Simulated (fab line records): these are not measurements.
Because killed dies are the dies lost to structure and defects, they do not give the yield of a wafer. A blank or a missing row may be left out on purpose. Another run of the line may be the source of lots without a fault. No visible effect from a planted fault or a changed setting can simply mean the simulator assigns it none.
Chamber matching / flow n5Finfet / rieDiel-04 running N5_BEOL_M10_ETCH_66: 4 sister chambers
The step etches SOC in N2/H2, target depth 120 nm, overetch 24 nm, time 180 s. 14 wafers are shown with their chamber, then 7 later ones without.

## WAFERS, EACH WITH ITS CHAMBER
wafer=L076.1; chamber=3; drypumpMotorCurrentA (A)=6.5; showerheadPlenumPTorr (Torr)=2.58; throttleValvePct (%)=17.80
wafer=L076.4; chamber=1; drypumpMotorCurrentA (A)=6.3; showerheadPlenumPTorr (Torr)=2.49; throttleValvePct (%)=17.38
wafer=L076.6; chamber=3; drypumpMotorCurrentA (A)=6.4; showerheadPlenumPTorr (Torr)=2.58; throttleValvePct (%)=17.80
wafer=L079.3; chamber=0; drypumpMotorCurrentA (A)=6.7; showerheadPlenumPTorr (Torr)=2.72; throttleValvePct (%)=17.86
wafer=L079.4; chamber=2; drypumpMotorCurrentA (A)=5.6; showerheadPlenumPTorr (Torr)=2.72; throttleValvePct (%)=17.54
wafer=L079.6; chamber=1; drypumpMotorCurrentA (A)=6.3; showerheadPlenumPTorr (Torr)=2.49; throttleValvePct (%)=17.39
wafer=L084.1; chamber=0; drypumpMotorCurrentA (A)=6.7; showerheadPlenumPTorr (Torr)=2.71; throttleValvePct (%)=17.85
wafer=L084.3; chamber=1; drypumpMotorCurrentA (A)=6.3; showerheadPlenumPTorr (Torr)=2.48; throttleValvePct (%)=17.42
wafer=L084.4; chamber=3; drypumpMotorCurrentA (A)=6.4; showerheadPlenumPTorr (Torr)=2.57; throttleValvePct (%)=17.86
wafer=L089.1; chamber=1; drypumpMotorCurrentA (A)=6.3; showerheadPlenumPTorr (Torr)=2.48; throttleValvePct (%)=17.46
wafer=L089.4; chamber=3; drypumpMotorCurrentA (A)=6.4; showerheadPlenumPTorr (Torr)=2.56; throttleValvePct (%)=17.87
wafer=L089.5; chamber=2; drypumpMotorCurrentA (A)=5.6; showerheadPlenumPTorr (Torr)=2.71; throttleValvePct (%)=17.58
wafer=L091.2; chamber=2; drypumpMotorCurrentA (A)=5.6; showerheadPlenumPTorr (Torr)=2.71; throttleValvePct (%)=17.61
wafer=L091.3; chamber=1; drypumpMotorCurrentA (A)=6.3; showerheadPlenumPTorr (Torr)=2.48; throttleValvePct (%)=17.44

SIGNATURES (means of the wafers above)
reading=drypumpMotorCurrentA; chamber 0=6.700; chamber 1=6.300; chamber 2=5.600; chamber 3=6.425; scatter within a chamber=0.0274
reading=showerheadPlenumPTorr; chamber 0=2.7150; chamber 1=2.4840; chamber 2=2.7133; chamber 3=2.5725; scatter within a chamber=0.00715
reading=throttleValvePct; chamber 0=17.8550; chamber 1=17.4180; chamber 2=17.5767; chamber 3=17.8325; scatter within a chamber=0.0336
Rule: for a wafer and a chamber, the distance is found by dividing, reading by reading, the gap between the wafer's reading and the chamber's mean by the reading's scatter, squaring, summing and taking the root. The wafer belongs to the nearest chamber; if the next one is less than 2 further off, it can't be placed. The scatter: take each reading less its chamber's mean, square it, sum over the shown wafers, divide by the number of wafers less the number of chambers, and take the root.

## WAFERS WITHOUT THEIR CHAMBER
wafer=L091.6; drypumpMotorCurrentA (A)=6.7; showerheadPlenumPTorr (Torr)=2.71; throttleValvePct (%)=17.91
wafer=L096.1; drypumpMotorCurrentA (A)=6.7; showerheadPlenumPTorr (Torr)=2.70; throttleValvePct (%)=17.93
wafer=L096.3; drypumpMotorCurrentA (A)=6.4; showerheadPlenumPTorr (Torr)=2.56; throttleValvePct (%)=17.89
wafer=L096.5; drypumpMotorCurrentA (A)=6.3; showerheadPlenumPTorr (Torr)=2.47; throttleValvePct (%)=17.45
wafer=L097.1; drypumpMotorCurrentA (A)=6.4; showerheadPlenumPTorr (Torr)=2.56; throttleValvePct (%)=17.89
wafer=L097.3; drypumpMotorCurrentA (A)=5.7; showerheadPlenumPTorr (Torr)=2.71; throttleValvePct (%)=17.60
wafer=L097.5; drypumpMotorCurrentA (A)=6.7; showerheadPlenumPTorr (Torr)=2.70; throttleValvePct (%)=17.93

## WHICH CHAMBER EACH ONE RAN IN
wafer=L091.6; from the rows above=0; in truth=0
wafer=L096.1; from the rows above=0; in truth=0
wafer=L096.3; from the rows above=3; in truth=3
wafer=L096.5; from the rows above=1; in truth=1
wafer=L097.1; from the rows above=3; in truth=3
wafer=L097.3; from the rows above=2; in truth=2
wafer=L097.5; from the rows above=0; in truth=0
Correctly placed: 7 of 7. From these rows, 0 cannot be placed. Number placed wrongly: 0.
